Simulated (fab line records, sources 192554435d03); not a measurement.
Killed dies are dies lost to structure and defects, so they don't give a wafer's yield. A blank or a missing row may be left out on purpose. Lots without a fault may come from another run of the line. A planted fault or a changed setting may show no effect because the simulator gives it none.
Chamber matching | flow n5_finfet | N5_FIN_SAQP_PECVD_47 on pecvd-03: 3 sister chambers
The step deposits a-Si from SiH4/He, target thk 45 nm, time 36.3 s. 6 wafers are shown with their chamber, then 7 later ones without.

WAFERS WITH THEIR CHAMBER
wafer  | chamber | showerhead_plenum_p_Torr (Torr) | showerhead_vpp_V (V)
L080.5 | 1       | 5.65                            | 604
L081.6 | 0       | 5.62                            | 638
L086.1 | 1       | 5.66                            | 619
L086.2 | 0       | 5.61                            | 644
L087.1 | 2       | 5.53                            | 691
L087.5 | 2       | 5.54                            | 692

WAFERS WITHOUT THEIR CHAMBER
wafer  | showerhead_plenum_p_Torr (Torr) | showerhead_vpp_V (V)
L087.6 | 5.66                            | 602
L088.2 | 5.62                            | 632
L088.3 | 5.66                            | 604
L088.5 | 5.61                            | 631
L089.1 | 5.61                            | 646
L089.3 | 5.66                            | 596
L089.4 | 5.63                            | 627

WHICH CHAMBER EACH WENT THROUGH
wafer  | from the rows above     | in truth
L087.6 | 1                       | 1
L088.2 | 0                       | 0
L088.3 | 1                       | 1
L088.5 | 0                       | 0
L089.1 | 0                       | 0
L089.3 | 1                       | 1
L089.4 | can't be placed: 0 or 1 | 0
Placed correctly: 6 of 7. Can't be placed from these rows: 1 (the true chamber is among the candidates in 1). Placed wrongly: 0.
How it was worked out, from the rows above alone: a wafer's distance from a chamber is the root of the sum, over the readings, of the square of ((its reading less the chamber's mean) divided by the reading's scatter). The wafer belongs to the nearest chamber; if the next one is less than 2 further off, it can't be placed. A chamber's mean is the mean of its shown wafers. The scatter: the root of (the sum of the squares of (reading less its chamber's mean) over the shown wafers, divided by (wafers less chambers)).
